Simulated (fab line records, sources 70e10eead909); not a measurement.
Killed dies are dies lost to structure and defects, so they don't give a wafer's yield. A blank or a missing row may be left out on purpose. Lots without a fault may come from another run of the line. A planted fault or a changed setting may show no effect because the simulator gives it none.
A struck lot beside a sound one | flow nand_harc | 15 steps out of a route of 1302
Sound: wafers L317.3, L317.4, L317.5. Struck: wafers L321.1, L321.4, L321.6. The cause comes at the end.
At each step with rows: each side's tool, then ch and its chambers, then its first start. Under that, the readings that differ: sound wafers | struck wafers | difference of the means | sigmas: that difference in standard deviations of wafers without a fault.
alike: readings whose means differ by less than 2 such deviations, and words and numbers that are the same on both sides. not compared: withheld readings, readings that some wafer has no value for, bounds like >300 that may hide the same value, and numbers for which the record gives no deviation and whose values overlap.
The two part at a step that has a row with sigmas, a row that says differs or no value, or rows on one side only. Numbers that don't overlap but have no deviation are shown without sigmas and don't part them. A reading that every wafer of one side lacks parts them only if that side has two wafers or more.

NHARC_A_BONDPAD_CD_MEAS_09: target cd 500 nm.
  sound on cd_sem-02 ch 0, day 23 13:34; struck on cd_sem-03 ch 0, day 25 15:15
  alike: cd_nm
NHARC_A_BONDPAD_OVL_MEAS_35:
  sound on overlay-01, day 23 13:39; struck on overlay-02, day 25 15:20
  reading           | sound    | struck   | difference | sigmas
  overlay_y_nm (nm) | 10 11 11 | -3 -3 -3 | -14        | -3
  alike: overlay_x_nm
then, 1 step without rows for these wafers: NHARC_A_BONDPAD_HARDBAKE_10 (time 65 s).
NHARC_A_BONDPAD_DESCUM_11: chemistry O2, time 3 s.
  sound on rie_diel-09 ch 1,2, day 23 13:47; struck on rie_diel-09 ch 0,2,3, day 25 15:29
  alike: drypump_motor_current_A, o2_flow_sccm, oes_product_au, rf_vpp_V, showerhead_plenum_p_Torr, throttle_valve_pct
  not compared: rf_hours_counter_h
NHARC_A_BONDPAD_ETCH_34: etches the open film in N2/H2, target depth 60 nm, overetch 18 nm, time 65.91 s.
  sound on rie_diel-09 ch 1,2,3, day 23 13:52; struck on rie_diel-09 ch 0,2, day 25 15:34
  alike: drypump_motor_current_A, oes_product_au, rf_vpp_V, showerhead_plenum_p_Torr, throttle_valve_pct
  not compared: rf_hours_counter_h
then, 1 step without rows for these wafers: NHARC_A_BONDPAD_ETCH_12 (etches the open film in CHF3/O2, target depth 220 nm, time 110 s).
NHARC_A_BONDPAD_CD_MEAS_13:
  sound on cd_sem-03, day 23 14:08; struck on cd_sem-01, day 25 15:47
  alike: cd_nm
NHARC_A_BONDPAD_STRIP_15: strips in O2.
  sound on rie_diel-09 ch 2,3, day 23 14:12; struck on rie_diel-09 ch 0,1,3, day 25 15:53
  alike: drypump_motor_current_A, o2_flow_sccm, oes_product_au, rf_vpp_V, showerhead_plenum_p_Torr, throttle_valve_pct
  not compared: rf_hours_counter_h
NHARC_A_BONDPAD_ETCH_24: etches the open film in CF4/N2, target depth 30 nm, time 72.99 s.
  sound on rie_diel-09 ch 1,3, day 23 14:23; struck on rie_diel-09 ch 1,3
  alike: drypump_motor_current_A, oes_product_au, rf_vpp_V, showerhead_plenum_p_Torr, throttle_valve_pct
  not compared: rf_hours_counter_h
then, 1 step without rows for these wafers: NHARC_A_BONDPAD_STRIP_16 (strips in post etch residue remover, time 600 s).
NHARC_A_BONDPAD_DEGAS_25: time 60 s.
  sound on pvd_sputter-01, day 23 14:48; struck on pvd_sputter-01, day 25 16:25
  alike: heater_power_w
then, 1 step without rows for these wafers: NHARC_A_BONDPAD_PRE_CLEAN_26 (time 30 s).
NHARC_A_BONDPAD_PVD_17: deposits TaN, target thk 5 nm, time 8.06 s.
  sound on pvd_sputter-01, day 23 14:55; struck on pvd_sputter-01, day 25 16:32
  reading    | sound          | struck               | difference | sigmas
  time_s (s) | 8.06 8.06 8.06 | 10.635 10.635 10.635 | +2.575     |
  alike: throttle_valve_pct
then, 1 step without rows for these wafers: NHARC_A_BONDPAD_PVD_27 (deposits Cu, target thk 30 nm, time 20.49 s).
NHARC_END_SORT_01:
  the record has rows for the struck wafers here (prober-01 ch 0, day 26 23:30) and none for the sound ones

WHERE THEY PART
First at NHARC_A_BONDPAD_OVL_MEAS_35; last, within this record, at NHARC_END_SORT_01.

WHY: what the simulator had put in
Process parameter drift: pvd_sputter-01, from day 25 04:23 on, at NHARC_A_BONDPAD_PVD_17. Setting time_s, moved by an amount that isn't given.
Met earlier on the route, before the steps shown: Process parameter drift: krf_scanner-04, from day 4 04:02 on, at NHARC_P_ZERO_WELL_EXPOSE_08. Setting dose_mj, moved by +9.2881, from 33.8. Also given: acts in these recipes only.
